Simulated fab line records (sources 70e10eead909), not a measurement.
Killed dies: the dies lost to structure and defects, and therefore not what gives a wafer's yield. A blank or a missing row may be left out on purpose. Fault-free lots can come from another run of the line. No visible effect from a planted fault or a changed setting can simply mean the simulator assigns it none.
fab line records	flow nand-harc
[record] lots = 24	wafers = 72	last-day = 24
route steps=1159 shown A_SGD_CUT@761 A_WL_FILL@823 A_CONTACT@866
lots that met no fault: from a run of the same line without faults
start-h: hours from the record's first day to the start of the lot's first wafer shown	wait-h: hours since the lot's step before	" repeats the value in the row above	L1.1+2: a row that stands for several wafers	- either no value or no given start	* or withheld: withheld	< > ~ a bound
route shown NAME@n: a module of which the file shows steps, and the number in the route of the first	usual: mean/standard deviation of fault-free wafers	same: alike in all rows	chamber/n: place in a boat	sites: the reading at each site	_std_site: how widely they spread, as a standard deviation	_edge_site: the outer-site mean with the inner-site mean subtracted	radius-mm: how far each site lies from the wafer's centre	mask NAME#n: copy n	behind: tool/chamber where the wafer was last shaped	hold: why the lot went on hold/how many hours it stayed there/how the hold came to an end	device: the n, p or np transistor that did not switch	end of line: tests of these same wafers at the route's end	for a step that has no rows: nothing shown but its recipe	killed: dies lost to structure and defects at the first sort, not the wafer's yield	map: per-die view of a wafer (x killed, . not killed, _ where there is no die)
set.NAME: setting as actually run; set.NAME@STEP: the setting as run at that earlier step	model.NAME: the simulator's own value behind a step, which no gauge read
steps of the route over a sample of lots; a table a step, a row a wafer
services: a tool's chamber out of use, with start hour (start-h, from the record's first day; less than 0 if before it), hours out, and reason
[[steps]]
[step NHARC_A_SGD_CUT_DESCUM_14]
[recipe] time-s = 3	o2-flow-sccm = 200	ar-flow-sccm = 0	bias-power-w = 0	chemistry = O2
[usual] drypump-motor-current-A = 5.6/0.44	oes-product-au = 0.997/0.0091	rf-vpp-V = 57.8/1	showerhead-plenum-p-Torr = 1.90/0.088	throttle-valve-pct = 11.311/0.0087
lot.wafer	tool	chamber	start-h	wait-h	drypump-motor-current-A	oes-product-au	rf-hours-counter-h	rf-vpp-V	showerhead-plenum-p-Torr	throttle-valve-pct
L074.4	rie-diel-01	1	305.50	0.1	5.4	1.008	17	57.7	1.82	11.324
L074.1	"	3	"	"	6.3	0.998	18	59.4	1.95	11.313
L074.5	"	0	"	"	5.6	1.004	-	58.8	1.87	11.306
L075.2	rie-diel-01	1	333.82	0.1	5.4	0.982	1	57.7	1.82	11.305
L075.6	"	1	"	"	5.4	0.983	-	56.7	1.82	11.325
L075.4	"	2	"	"	5.6	0.997	-	57.5	1.79	11.309
L076.3	rie-diel-05	3	333.87	0.1	6.0	1.009	10	57.4	2.00	11.299
L076.4	"	0	"	"	5.3	0.989	11	57.6	1.93	11.316
L076.5	"	3	"	"	6.0	1.004	-	55.6	2.00	11.318
L077.6	rie-diel-01	2	335.27	0.1	5.7	1.005	-	58.1	1.79	11.313
L077.5	"	3	"	"	6.3	1.005	-	57.7	1.95	11.316
L077.4	"	1	"	"	5.3	0.988	-	58.2	1.82	11.305
L078.1	rie-diel-11	1	335.41	0.1	6.0	1.011	11	57.8	1.78	11.303
L078.2	"	2	"	"	5.2	0.969	13	60.2	2.04	11.311
L078.6	"	0	"	"	6.2	0.989	-	58.2	1.81	11.311
L081.2	rie-diel-05	0	339.84	0.1	5.3	0.992	11	58.0	1.93	11.327
L081.3	"	2	"	"	6.5	1.001	10	56.7	1.85	11.288
L081.5	"	0	"	"	5.3	0.988	-	57.4	1.93	11.306
L080.2	rie-diel-11	1	346.00	0.1	6.0	1.008	12	56.6	1.78	11.311
L080.1	"	3	"	"	5.0	0.997	13	60.3	2.05	11.304
L080.6	"	1	"	"	6.0	1.000	-	57.9	1.78	11.310
L082.1	rie-diel-01	0	353.73	0.1	5.6	0.996	3	58.2	1.87	11.310
L082.3	"	1	"	"	5.3	0.991	5	58.6	1.82	11.304
L082.6	"	0	"	"	5.6	1.007	-	57.7	1.87	11.310
L079.2	rie-diel-05	1	353.88	0.1	5.2	0.996	1	58.6	1.97	11.312
L079.4	"	2	"	"	6.5	0.991	1	57.6	1.85	11.303
L079.6	"	0	"	"	5.3	1.005	-	58.2	1.93	11.306
L083.1	rie-diel-05	1	363.70	0.1	5.2	0.998	2	57.0	1.97	11.313
L083.3	"	3	"	"	5.9	0.986	2	58.2	2.00	11.310
L083.5	"	1	"	"	5.2	0.995	-	57.6	1.97	11.308
L084.2	rie-diel-11	3	376.89	0.1	5.0	1.004	0	59.3	2.05	11.303
L084.1	"	1	"	"	6.0	1.011	0	57.0	1.78	11.301
L084.4	"	2	"	"	5.3	0.989	0	59.4	2.04	11.319
L086.4	rie-diel-05	3	377.06	0.1	5.9	0.992	2	57.2	2.00	11.310
L086.2	"	2	"	"	6.4	0.990	3	56.5	1.85	11.314
L086.5	"	3	"	"	5.9	0.988	-	59.1	2.00	11.323
L087.4	rie-diel-11	3	384.30	0.1	5.0	0.993	1	60.2	2.05	11.311
L087.5	"	2	"	"	5.2	0.996	-	57.0	2.04	11.311
L087.6	"	3	"	"	5.0	1.002	-	58.9	2.05	11.311
L085.1	rie-diel-05	0	391.61	0.1	5.3	1.015	3	56.8	1.93	11.304
L085.3	"	2	"	"	6.5	0.989	3	57.3	1.85	11.302
L085.5	"	0	"	"	5.3	0.996	-	58.9	1.93	11.319
L089.1	rie-diel-01	2	396.72	0.1	5.6	0.994	9	55.9	1.79	11.308
L089.6	"	3	"	"	6.2	0.991	-	57.8	1.95	11.305
L089.5	"	0	"	"	5.6	0.994	-	55.9	1.87	11.309
L091.3	rie-diel-01	0	405.07	0.1	5.6	1.011	7	58.4	1.87	11.312
L091.5	"	0	"	"	5.6	0.995	-	58.3	1.87	11.310
L091.6	"	1	"	"	5.4	0.988	-	56.8	1.82	11.306
L088.3	rie-diel-11	3	405.79	0.1	5.0	0.993	3	58.1	2.05	11.299
L088.4	"	0	"	"	6.2	1.009	3	56.8	1.80	11.304
L088.6	"	2	"	"	5.2	0.997	-	58.7	2.03	11.327
L090.3	rie-diel-05	3	406.14	0.1	5.9	0.998	4	59.4	2.00	11.312
L090.1	"	0	"	"	5.4	1.001	3	57.9	1.93	11.315
L090.2	"	2	"	"	6.5	0.980	4	58.5	1.85	11.324
L093.4	rie-diel-01	1	406.52	0.1	5.4	0.995	10	57.3	1.82	11.308
L093.2	"	2	"	"	5.6	1.002	9	56.4	1.79	11.305
L093.6	"	0	"	"	5.6	1.003	-	58.1	1.87	11.306
L092.4	rie-diel-11	3	407.17	0.1	5.0	0.990	3	58.3	2.05	11.308
L092.3	"	0	"	"	6.2	1.003	3	58.2	1.80	11.303
L092.1	"	2	"	"	5.2	0.992	3	58.3	2.03	11.314
L094.1	rie-diel-05	0	417.05	0.1	5.3	1.017	4	58.2	1.93	11.306
L094.2	"	1	"	"	5.2	0.979	4	57.6	1.97	11.301
L094.5	"	0	"	"	5.3	1.002	-	58.1	1.93	11.298
L096.3	rie-diel-01	0	429.40	0.1	5.6	1.001	9	57.6	1.86	11.304
L096.1	"	3	"	"	6.3	0.993	7	58.9	1.94	11.308
L096.5	"	0	"	"	5.6	1.014	-	56.9	1.86	11.321
L095.2	rie-diel-05	2	429.76	0.1	6.5	1.000	5	57.0	1.85	11.309
L095.4	"	3	"	"	5.9	1.006	5	58.7	2.00	11.302
L095.6	"	1	"	"	5.2	0.979	-	58.1	1.97	11.314
L097.2	rie-diel-01	0	455.27	0.1	5.6	1.003	13	58.0	1.86	11.316
L097.1	"	2	"	"	5.6	0.999	15	57.4	1.79	11.303
L097.3	"	3	"	"	6.3	1.000	12	58.2	1.94	11.305
[step NHARC_A_SGD_CUT_ETCH_15]
[recipe] target-depth-a = 750	time-s = 64.3	ch3f-flow-sccm = 50	o2-flow-sccm = 30	ar-flow-sccm = 200	rf-w = 500	bias-w = 100	chemistry = CH3F/O2
[usual] ch3f-flow-sccm = 50.02/0.16	drypump-motor-current-A = 5.7/0.45	oes-product-au = 0.961/0.016	rf-vpp-V = 263.5/1.8	showerhead-plenum-p-Torr = 2.44/0.11	throttle-valve-pct = 20.663/0.0086
lot.wafer	tool	chamber	start-h	wait-h	ch3f-flow-sccm	drypump-motor-current-A	oes-product-au	rf-hours-counter-h	rf-vpp-V	showerhead-plenum-p-Torr	throttle-valve-pct
L074.1	rie-diel-01	1	-	-	50.09	5.3	0.968	17	262.4	2.35	20.652
L074.4	"	2	"	"	50.19	5.6	0.976	18	260.8	2.31	20.678
L074.5	"	3	"	"	50.04	6.2	0.971	-	264.7	2.50	20.652
L076.4	rie-diel-05	2	-	-	49.90	6.4	0.972	10	262.7	2.38	20.663
L076.3	"	1	"	"	50.05	5.2	0.970	11	265.4	2.53	20.651
L076.5	"	3	"	"	49.84	6.0	0.983	-	265.6	2.56	20.669
L075.2	rie-diel-01	2	-	-	50.05	5.6	0.961	1	261.2	2.31	20.676
L075.4	"	3	"	"	49.80	6.2	0.967	-	264.1	2.50	20.667
L075.6	"	1	"	"	50.12	5.4	0.948	-	262.7	2.34	20.647
L077.4	rie-diel-01	0	-	-	49.95	5.6	1.004	1	263.8	2.40	20.658
L077.6	"	1	"	"	50.08	5.4	0.949	-	262.9	2.34	20.665
L077.5	"	2	"	"	49.83	5.6	0.952	-	260.7	2.31	20.674
L078.1	rie-diel-11	2	-	-	50.23	5.2	0.956	13	266.1	2.61	20.675
L078.2	"	3	"	"	50.33	5.0	0.943	12	265.9	2.63	20.665
L078.6	"	0	"	"	50.13	6.2	0.967	-	262.2	2.33	20.670
L081.2	rie-diel-05	1	-	-	50.09	5.2	0.947	12	264.8	2.53	20.659
L081.3	"	3	"	"	50.06	6.0	0.974	10	265.0	2.56	20.653
L081.5	"	1	"	"	50.22	5.2	0.948	-	266.2	2.53	20.664
L080.1	rie-diel-11	0	-	-	50.03	6.3	0.929	14	260.8	2.33	20.670
L080.2	"	2	"	"	49.92	5.2	0.921	14	266.0	2.61	20.663
L080.6	"	0	"	"	49.86	6.2	0.921	-	263.0	2.33	20.663
L082.3	rie-diel-01	2	-	-	50.11	5.6	0.960	5	262.1	2.31	20.661
L082.1	"	0	"	"	49.66	5.6	0.962	3	263.1	2.40	20.667
L082.6	"	1	"	"	50.18	5.4	0.947	-	262.1	2.34	20.674
L079.2	rie-diel-05	2	-	-	50.09	6.5	0.959	1	260.9	2.38	20.668
L079.4	"	3	"	"	49.78	5.9	0.986	1	266.4	2.56	20.648
L079.6	"	2	"	"	49.88	6.4	0.974	-	263.1	2.38	20.672
L083.3	rie-diel-05	3	-	-	49.96	6.0	0.972	2	264.0	2.56	20.667
L083.1	"	1	"	"	49.93	5.1	0.961	2	264.2	2.52	20.669
L083.5	"	0	"	"	50.09	5.3	0.982	-	264.5	2.48	20.669
L084.2	rie-diel-11	1	-	-	50.01	6.0	0.987	0	261.1	2.29	20.653
L084.1	"	3	"	"	49.93	5.0	0.959	0	265.0	2.62	20.657
L084.4	"	0	"	"	50.07	6.2	0.965	0	262.1	2.32	20.680
L086.2	rie-diel-05	0	-	-	50.04	5.3	0.954	3	264.4	2.48	20.664
L086.4	"	2	"	"	50.27	6.5	0.958	3	262.1	2.38	20.660
L086.5	"	1	"	"	50.09	5.2	0.936	-	264.0	2.52	20.662
L087.4	rie-diel-11	3	-	-	50.15	5.0	0.963	1	266.0	2.62	20.675
L087.5	"	2	"	"	49.79	5.3	0.956	-	264.8	2.61	20.657
L087.6	"	3	"	"	50.26	5.0	0.956	-	265.6	2.62	20.660
L085.3	rie-diel-05	2	-	-	49.89	6.4	0.962	3	263.6	2.38	20.670
L085.1	"	3	"	"	50.16	5.9	0.948	3	267.3	2.56	20.671
L085.5	"	3	"	"	50.19	5.9	0.963	-	265.7	2.56	20.669
L089.1	rie-diel-01	1	-	-	50.10	5.4	0.920	10	261.0	2.34	20.678
L089.6	"	2	"	"	50.16	5.6	0.924	-	261.8	2.31	20.665
L089.5	"	3	"	"	49.84	6.2	0.922	-	264.5	2.50	20.666
L091.3	rie-diel-01	2	-	-	50.06	5.6	0.978	9	260.6	2.31	20.660
L091.5	"	3	"	"	49.86	6.3	0.980	-	263.1	2.50	20.648
L091.6	"	0	"	"	50.24	5.6	0.958	-	262.0	2.40	20.663
L088.3	rie-diel-11	3	-	-	49.90	5.0	0.958	3	267.3	2.62	20.652
L088.4	"	0	"	"	50.01	6.2	0.978	3	262.7	2.32	20.659
L088.6	"	1	"	"	50.09	6.0	0.978	-	261.9	2.29	20.663
L090.3	rie-diel-05	1	-	-	49.97	5.1	0.956	4	265.0	2.52	20.665
L090.1	"	2	"	"	50.08	6.5	0.951	4	261.9	2.38	20.676
L090.2	"	3	"	"	50.44	5.9	0.950	4	265.5	2.56	20.666
L093.4	rie-diel-01	2	-	-	50.15	5.6	0.972	10	262.4	2.31	20.670
L093.2	"	3	"	"	50.03	6.3	0.970	6	264.9	2.50	20.654
L093.6	"	2	"	"	50.30	5.6	0.973	-	262.2	2.31	20.668
L092.4	rie-diel-11	0	-	-	49.86	6.2	0.975	3	261.9	2.32	20.654
L092.3	"	1	"	"	50.15	6.0	0.989	3	263.1	2.29	20.657
L092.1	"	2	"	"	49.78	5.3	0.975	3	265.1	2.61	20.664
L094.2	rie-diel-05	0	-	-	50.06	5.4	0.962	4	264.1	2.48	20.670
L094.1	"	1	"	"	50.19	5.2	0.964	4	266.1	2.52	20.660
L094.5	"	3	"	"	49.86	5.9	0.966	-	265.2	2.56	20.666
L096.3	rie-diel-01	1	-	-	49.93	5.3	0.958	12	262.0	2.34	20.672
L096.1	"	2	"	"	50.08	5.6	0.968	11	262.1	2.31	20.662
L096.5	"	3	"	"	49.98	6.3	0.989	-	264.1	2.50	20.662
L095.2	rie-diel-05	3	-	-	49.98	5.9	0.955	5	264.8	2.56	20.655
L095.4	"	0	"	"	49.93	5.4	0.956	5	264.8	2.48	20.655
L095.6	"	3	"	"	50.18	5.9	0.961	-	264.8	2.56	20.676
L097.3	rie-diel-01	3	-	-	50.06	6.3	0.975	12	263.8	2.50	20.665
L097.2	"	0	"	"	50.02	5.6	0.960	13	262.8	2.40	20.661
L097.1	"	1	"	"	50.09	5.4	0.951	16	260.9	2.34	20.647
[step NHARC_A_SGD_CUT_CMP_21]
[recipe] target-thk-nm = 148.19
[usual] edge-zone-pressure-frac = 1.000/0.0053	motor-current-A = 12.0/1	time-to-endpoint-s = 51/3.2
lot.wafer	tool	chamber	start-h	wait-h	edge-zone-pressure-frac	motor-current-A	time-to-endpoint-s
L074.1	cmp-02	3	314.04	0.4	1.003	11.3	55
L074.4	"	0	"	"	0.999	14.1	53
L074.5	"	3	"	"	1.001	11.2	53
L075.4	cmp-01	1	339.54	0.4	0.995	14.0	48
L075.2	"	2	"	"	1.006	12.7	48
L075.6	"	1	"	"	1.003	13.4	48
L077.4	cmp-02	1	339.56	0.4	0.995	12.1	56
L077.6	"	0	"	"	1.000	13.6	56
L077.5	"	1	"	"	0.994	11.8	51
L076.4	cmp-03	3	339.56	0.4	0.997	11.2	48
L076.3	"	1	"	"	1.002	11.4	50
L076.5	"	3	"	"	1.003	11.3	47
L078.1	cmp-03	2	339.71	0.5	0.998	12.6	44
L078.2	"	3	"	"	1.004	11.3	47
L078.6	"	1	"	"	1.000	11.2	54
L081.2	cmp-02	0	345.53	0.4	0.992	13.7	49
L081.3	"	2	"	"	1.007	10.6	51
L081.5	"	0	"	"	0.987	12.7	49
L080.1	cmp-02	1	355.37	0.4	1.005	11.6	53
L080.2	"	2	"	"	1.001	11.6	53
L080.6	"	3	"	"	1.000	11.6	53
L082.1	cmp-01	1	359.35	0.4	1.012	13.6	49
L082.3	"	3	"	"	0.994	12.5	47
L082.6	"	2	"	"	0.989	13.2	47
L079.4	cmp-03	3	359.40	0.4	0.994	11.4	48
L079.2	"	0	"	"	1.004	10.5	52
L079.6	"	1	"	"	1.005	11.1	55
L083.3	cmp-03	3	369.25	0.4	1.001	11.7	47
L083.1	"	0	"	"	1.001	9.9	46
L083.5	"	1	"	"	1.013	11.7	53
L084.2	cmp-02	3	382.35	0.4	1.006	11.9	53
L084.4	"	0	"	"	1.007	13.7	55
L084.1	"	2	"	"	1.003	10.6	52
L086.4	cmp-03	1	382.38	0.4	1.008	11.3	52
L086.2	"	3	"	"	0.998	12.0	45
L086.5	"	0	"	"	1.008	10.7	47
L087.4	cmp-03	1	391.27	0.4	0.996	11.1	56
L087.5	"	1	"	"	0.997	11.8	57
L087.6	"	2	"	"	1.002	12.9	47
L085.1	cmp-02	1	397.33	0.4	0.999	11.4	55
L085.3	"	2	"	"	1.009	10.6	53
L085.5	"	1	"	"	0.997	11.8	49
L089.1	cmp-02	2	403.59	0.4	1.003	10.8	53
L089.5	"	3	"	"	0.992	11.2	50
L089.6	"	0	"	"	1.003	13.4	48
L091.3	cmp-01	2	413.80	0.4	0.998	12.7	50
L091.6	"	2	"	"	1.003	12.1	52
L091.5	"	3	"	"	0.997	12.3	48
L090.3	cmp-02	2	413.85	0.4	1.005	10.6	54
L090.2	"	3	"	"	0.996	11.3	51
L090.1	"	0	"	"	0.999	13.2	48
L088.3	cmp-03	0	413.85	0.4	0.995	9.9	53
L088.4	"	1	"	"	0.994	11.5	56
L088.6	"	3	"	"	0.992	10.7	51
L092.3	cmp-03	1	413.95	0.5	1.000	11.3	53
L092.1	"	3	"	"	1.003	11.6	53
L092.4	"	0	"	"	0.998	10.0	51
L093.2	cmp-01	2	414.00	0.6	0.999	12.6	52
L093.4	"	3	"	"	0.997	12.3	55
L093.6	"	1	"	"	1.004	13.9	50
L094.1	cmp-02	1	422.51	0.4	0.994	12.0	55
L094.2	"	3	"	"	1.006	12.1	50
L094.5	"	1	"	"	0.996	11.5	52
L096.3	cmp-01	3	435.40	0.4	0.997	11.2	50
L096.1	"	0	"	"	0.999	12.0	50
L096.5	"	3	"	"	1.004	12.0	48
L095.4	cmp-03	0	435.43	0.4	1.001	10.3	51
L095.2	"	1	"	"	0.993	11.5	56
L095.6	"	3	"	"	0.996	11.7	51
L097.2	cmp-01	2	460.80	0.4	0.993	12.4	47
L097.1	"	3	"	"	0.993	11.7	48
L097.3	"	1	"	"	0.995	13.6	47
[step NHARC_A_WL_FILL_ETCHBACK_16]
[recipe] target-depth-a = 880	time-s = 17.6	c4f8-flow-sccm = withheld	o2-flow-sccm = 8	ar-flow-sccm = withheld	rf-w = 600	bias-w = 800	chemistry = C4F8/O2/Ar
[usual] oes-product-au = 0.986/0.026	rf-vpp-V = 723/3.8
lot.wafer	tool	chamber	start-h	wait-h	oes-product-au	rf-hours-counter-h	rf-vpp-V
L074.1	rie-diel-04	3	-	-	0.993	1.7	723
L074.4	"	0	"	"	0.991	1.7	723
L074.5	"	1	"	"	0.987	-	727
L076.4	rie-diel-04	1	-	-	1.006	2.1	727
L076.3	"	3	"	"	0.987	2.3	723
L076.5	"	2	"	"	1.004	-	717
L075.2	rie-diel-03	0	-	-	0.983	5.6	724
L075.4	"	2	"	"	0.996	5.6	728
L075.6	"	1	"	"	0.993	-	719
L078.1	rie-diel-10	2	-	-	0.995	1.5	723
L078.2	"	1	"	"	0.992	1.4	719
L078.6	"	2	"	"	0.994	-	721
L077.4	rie-diel-04	3	-	-	1.004	2.3	723
L077.5	"	2	"	"	1.003	-	717
L077.6	"	3	"	"	1.000	-	721
L081.2	rie-diel-10	1	-	-	1.011	1.5	718
L081.3	"	3	"	"	1.004	1.6	722
L081.5	"	0	"	"	0.988	-	725
L080.2	rie-diel-10	3	-	-	0.923	1.6	720
L080.1	"	0	"	"	0.923	1.1	726
L080.6	"	0	"	"	0.908	-	725
L079.2	rie-diel-04	3	-	-	0.994	2.6	724
L079.4	"	3	"	"	1.004	-	723
L079.6	"	0	"	"	1.003	-	725
L082.1	rie-diel-10	0	-	-	0.974	1.4	727
L082.3	"	1	"	"	0.998	1.8	720
L082.6	"	2	"	"	0.991	-	722
L083.1	rie-diel-10	1	-	-	0.992	2.7	718
L083.3	"	3	"	"	0.956	3.1	722
L083.5	"	2	"	"	0.967	-	722
L084.2	rie-diel-04	1	-	-	0.992	2.4	727
L084.4	"	3	"	"	1.003	2.9	724
L084.1	"	0	"	"	1.019	2.9	723
L086.2	rie-diel-03	1	-	-	0.992	0.4	720
L086.4	"	3	"	"	1.008	0.5	729
L086.5	"	0	"	"	0.997	-	725
L087.4	rie-diel-04	2	-	-	0.996	3.2	718
L087.5	"	2	"	"	1.009	-	717
L087.6	"	3	"	"	0.997	-	725
L085.1	rie-diel-03	2	-	-	0.972	0.7	730
L085.3	"	0	"	"	0.959	0.6	725
L085.5	"	2	"	"	0.970	-	731
L089.1	rie-diel-10	1	-	-	0.998	3.4	718
L089.6	"	1	"	"	0.999	-	718
L089.5	"	2	"	"	1.004	-	721
L091.3	rie-diel-03	2	-	-	0.928	1.7	727
L091.5	"	1	"	"	0.932	-	718
L091.6	"	2	"	"	0.927	-	727
L090.3	rie-diel-10	3	-	-	0.993	4.9	723
L090.1	"	1	"	"	1.000	4.6	718
L090.2	"	2	"	"	1.007	5.0	722
L088.3	rie-diel-03	0	-	-	0.996	1.8	724
L088.4	"	1	"	"	0.996	1.9	719
L088.6	"	1	"	"	0.996	-	718
L093.2	rie-diel-04	1	-	-	0.927	3.3	726
L093.4	"	0	"	"	0.922	3.7	725
L093.6	"	1	"	"	0.921	-	726
L092.3	rie-diel-10	3	-	-	0.986	4.9	721
L092.1	"	0	"	"	0.984	3.3	726
L092.4	"	1	"	"	1.003	4.6	718
L094.1	rie-diel-03	3	-	-	0.996	2.5	730
L094.2	"	2	"	"	1.002	2.6	729
L094.5	"	0	"	"	0.992	-	725
L096.1	rie-diel-10	0	-	-	0.991	3.8	726
L096.3	"	2	"	"	1.023	5.7	721
L096.5	"	0	"	"	0.996	-	725
L095.2	rie-diel-10	2	-	-	1.014	5.9	723
L095.4	"	3	"	"	1.013	6.0	721
L095.6	"	2	"	"	1.013	-	720
L097.1	rie-diel-04	0	-	-	1.006	0.2	724
L097.2	"	1	"	"	0.999	0.2	727
L097.3	"	3	"	"	0.995	0.3	724
[step NHARC_A_WL_FILL_ALD_19]
[recipe] target-thk-a = 20	pulse-time-s = 3	ald-cycles = 100	temp-c = 450	material = TiN
[usual] heater-power-w = 1038/93	precursor-pulse-height-rel = 1.001/0.019
lot.wafer	tool	chamber	start-h	wait-h	heater-power-w	precursor-pulse-height-rel
L074.4	ald-metal-04	2	358.78	0.1	934	0.991
L074.1	"	1	"	"	1055	1.009
L074.5	"	3	"	"	1065	1.019
L078.2	ald-metal-04	0	383.37	0.1	1067	0.969
L078.1	"	1	"	"	1038	0.968
L078.6	"	2	"	"	922	0.984
L076.4	ald-metal-01	1	383.41	0.1	1055	0.982
L076.3	"	2	"	"	1096	1.010
L076.5	"	2	"	"	1141	1.002
L075.2	ald-metal-03	3	383.43	0.2	758	1.007
L075.4	"	2	"	"	1109	0.982
L075.6	"	3	"	"	769	1.012
L077.4	ald-metal-01	1	386.17	0.1	1057	0.989
L077.5	"	1	"	"	1101	1.002
L077.6	"	2	"	"	1129	0.978
L081.2	ald-metal-04	0	386.17	0.1	1051	1.020
L081.3	"	2	"	"	929	1.017
L081.5	"	0	"	"	1046	1.026
L080.1	ald-metal-01	0	392.66	0.1	1069	0.999
L080.2	"	1	"	"	1087	0.979
L080.6	"	0	"	"	1062	1.016
L079.4	ald-metal-04	3	399.85	0.1	1096	0.978
L079.2	"	0	"	"	1082	0.983
L079.6	"	2	"	"	951	0.989
L082.1	ald-metal-01	1	399.86	0.1	1091	1.003
L082.3	"	2	"	"	1123	1.000
L082.6	"	3	"	"	1134	0.999
L084.4	ald-metal-01	1	421.48	0.1	1089	0.965
L084.2	"	3	"	"	1102	1.000
L084.1	"	0	"	"	1043	0.985
L083.3	ald-metal-03	2	421.53	0.1	1092	1.040
L083.1	"	3	"	"	757	0.981
L083.5	"	1	"	"	1064	0.986
L086.4	ald-metal-01	0	428.15	0.1	1025	1.014
L086.2	"	1	"	"	1104	1.020
L086.5	"	0	"	"	1040	1.001
L085.1	ald-metal-04	0	432.65	0.1	1058	1.024
L085.3	"	2	"	"	905	1.017
L085.5	"	3	"	"	1067	0.970
L087.4	ald-metal-01	2	432.68	0.1	1073	1.000
L087.5	"	0	"	"	1044	1.040
L087.6	"	1	"	"	1081	0.995
L089.1	ald-metal-01	1	440.45	0.1	1074	0.990
L089.5	"	1	"	"	1081	1.012
L089.6	"	2	"	"	1089	0.973
L091.3	ald-metal-04	1	459.18	0.2	1000	1.025
L091.5	"	2	"	"	908	0.992
L091.6	"	3	"	"	1071	0.963
L093.2	ald-metal-04	3	462.01	0.1	1067	0.992
L093.4	"	2	"	"	926	1.014
L093.6	"	3	"	"	1054	0.980
L088.3	ald-metal-03	0	462.05	0.1	901	1.021
L088.4	"	2	"	"	1105	0.978
L088.6	"	3	"	"	772	0.996
L090.1	ald-metal-04	1	462.13	0.2	978	1.007
L090.3	"	3	"	"	1062	0.982
L090.2	"	0	"	"	1057	0.976
L092.4	ald-metal-04	0	465.38	0.1	1058	1.024
L092.1	"	1	"	"	992	1.036
L092.3	"	2	"	"	887	0.991
L094.2	ald-metal-01	3	473.40	0.1	1121	1.013
L094.1	"	0	"	"	1071	1.039
L094.5	"	3	"	"	1106	0.985
L096.1	ald-metal-03	1	473.45	0.1	1073	1.025
L096.3	"	2	"	"	1086	1.016
L096.5	"	0	"	"	909	1.003
L095.4	ald-metal-01	2	476.78	0.1	1245	0.993
L095.2	"	1	"	"	1103	1.014
L095.6	"	2	"	"	1220	0.981
L097.2	ald-metal-01	0	499.09	0.1	1083	0.993
L097.3	"	1	"	"	1054	0.999
L097.1	"	2	"	"	1211	1.014
[step NHARC_A_CONTACT_ETCH_115]
[recipe] source-w = withheld	pressure-mtorr = 20	bias-v = 3000	time-s = 94	target-depth-a = 9220	ar-flow-sccm = withheld	c4f8-flow-sccm = withheld	o2-flow-sccm = withheld	chemistry = C4F8/O2/Ar
lot.wafer	tool	chamber	start-h	wait-h	rf-hours-counter-h
L074.1	har-cap-etch-01	0	370.67	0.1	55
L074.4	"	1	"	"	-
L074.5	"	0	"	"	-
L076.4	har-cap-etch-02	1	397.77	0.1	-
L076.3	"	0	"	"	-
L076.5	"	0	"	"	-
L078.2	har-cap-etch-01	0	402.05	0.1	57
L078.1	"	1	"	"	57
L078.6	"	0	"	"	-
L075.2	har-cap-etch-03	1	404.61	0.1	84
L075.4	"	0	"	"	-
L075.6	"	1	"	"	-
L077.4	har-cap-etch-01	0	408.85	0.1	-
L077.5	"	0	"	"	-
L077.6	"	1	"	"	-
L081.2	har-cap-etch-03	0	410.08	0.1	85
L081.3	"	0	"	"	-
L081.5	"	1	"	"	-
L080.1	har-cap-etch-02	1	416.10	0.1	13
L080.2	"	0	"	"	13
L080.6	"	1	"	"	-
L082.1	har-cap-etch-01	0	422.06	0.1	62
L082.3	"	1	"	"	-
L082.6	"	0	"	"	-
L079.2	har-cap-etch-02	0	427.52	0.1	16
L079.4	"	1	"	"	-
L079.6	"	1	"	"	-
L084.2	har-cap-etch-01	1	433.88	0.1	64
L084.1	"	0	"	"	64
L084.4	"	0	"	"	-
L083.1	har-cap-etch-03	0	436.15	0.1	90
L083.3	"	0	"	"	-
L083.5	"	0	"	"	-
L086.2	har-cap-etch-03	1	440.25	0.1	91
L086.4	"	0	"	"	-
L086.5	"	0	"	"	-
L085.1	har-cap-etch-02	1	444.99	0.1	21
L085.3	"	0	"	"	-
L085.5	"	1	"	"	-
L087.4	har-cap-etch-03	0	445.36	0.1	-
L087.6	"	1	"	"	-
L087.5	"	0	"	"	-
L089.1	har-cap-etch-02	1	457.88	0.1	24
L089.6	"	0	"	"	-
L089.5	"	1	"	"	-
L091.3	har-cap-etch-02	0	471.96	0.1	-
L091.6	"	0	"	"	-
L091.5	"	1	"	"	-
L093.2	har-cap-etch-01	1	474.26	0.1	73
L093.4	"	1	"	"	-
L093.6	"	1	"	"	-
L088.4	har-cap-etch-03	0	474.98	0.1	-
L088.3	"	1	"	"	-
L088.6	"	0	"	"	-
L090.2	har-cap-etch-02	1	478.41	0.1	27
L090.1	"	0	"	"	27
L090.3	"	1	"	"	-
L092.1	har-cap-etch-01	0	480.22	0.1	74
L092.4	"	1	"	"	-
L092.3	"	0	"	"	-
L096.1	har-cap-etch-03	1	486.30	0.1	100
L096.3	"	0	"	"	-
L096.5	"	1	"	"	-
L094.1	har-cap-etch-02	1	486.82	0.1	29
L094.2	"	0	"	"	29
L094.5	"	0	"	"	-
L095.2	har-cap-etch-02	1	496.94	0.1	31
L095.4	"	0	"	"	-
L095.6	"	0	"	"	-
L097.1	har-cap-etch-03	1	515.74	0.1	105
L097.2	"	0	"	"	105
L097.3	"	0	"	"	-
[[services]]
tool	chamber	start-h	hours	kind
rie-diel-11	1	287.17	9.8	repair
rie-diel-05	2	313.88	9.6	repair
rie-diel-01	-	314.80	9.0	pm
rie-diel-11	3	321.95	3.2	repair
rie-diel-01	0	332.69	2.6	repair
rie-diel-05	-	340.60	9.0	pm
rie-diel-01	1	342.34	2.6	repair
rie-diel-01	3	342.38	15.7	repair
rie-diel-01	0	345.56	6.6	repair
rie-diel-11	2	352.77	8.5	repair
rie-diel-10	-	353.50	9.0	pm
rie-diel-10	0	362.82	5.2	repair
rie-diel-11	-	366.50	9.0	pm
rie-diel-10	3	374.36	6.5	repair
rie-diel-11	0	426.37	15.6	repair
rie-diel-10	0	432.27	7.2	repair
rie-diel-05	1	441.04	6.7	repair
rie-diel-11	2	453.99	5.9	repair
ald-metal-01	-	458.00	10.0	pm
rie-diel-05	2	461.19	116.2	repair
ald-metal-01	-	477.70	0.6	repair
rie-diel-01	3	478.11	3.8	repair
rie-diel-01	-	491.80	9.0	pm
rie-diel-11	0	503.81	2.8	repair
[[key]]
fault none
